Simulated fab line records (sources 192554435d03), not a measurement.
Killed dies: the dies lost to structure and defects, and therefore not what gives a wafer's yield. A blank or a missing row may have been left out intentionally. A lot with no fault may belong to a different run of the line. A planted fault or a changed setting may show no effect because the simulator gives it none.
Matching of chambers ; flow n5 finfet ; 4 sister chambers for N5_BEOL_M0_STRIP_142 on rie diel-05
The step strips in N2/H2, time 10 s. 8 wafers are shown with their chamber, then 10 later ones without.

## WAFERS, EACH WITH ITS CHAMBER
wafer;chamber;throttle valve pct (%);drypump motor current A (A)
L079.1;2;23.12;5.3
L081.2;3;23.26;5.5
L081.3;0;23.72;5.1
L084.1;3;23.27;5.4
L084.4;0;23.73;5.1
L084.6;1;23.85;6.1
L087.1;2;23.14;5.3
L087.2;1;23.86;6.1

## WAFERS WHOSE CHAMBER IS MISSING
wafer;throttle valve pct (%);drypump motor current A (A)
L087.4;23.71;5.1
L091.1;23.87;6.2
L091.4;23.74;5.1
L091.5;23.29;5.5
L096.2;23.17;5.3
L096.3;23.77;5.2
L096.4;23.88;6.2
L097.1;23.75;5.2
L097.4;23.89;6.2
L097.6;23.18;5.3

## WHICH CHAMBER EACH ONE RAN IN
wafer;from the rows above;in truth
L087.4;0;0
L091.1;1;1
L091.4;0;0
L091.5;3;3
L096.2;2;2
L096.3;0;0
L096.4;1;1
L097.1;0;0
L097.4;1;1
L097.6;2;2
Placed correctly: 10 of 10. Left unplaced by these rows: 0. 0 placed wrongly.
How it was worked out, from the rows above alone: a wafer's distance from a chamber is the root of the sum, over the readings, of the square of ((its reading less the chamber's mean) divided by the reading's scatter). If the next closest chamber is less than 2 further off than the closest, the wafer can't be placed; otherwise it belongs to the closest. A chamber's mean is the mean of its shown wafers. The scatter: the root of (the sum of the squares of (reading less its chamber's mean) over the shown wafers, divided by (wafers less chambers)).
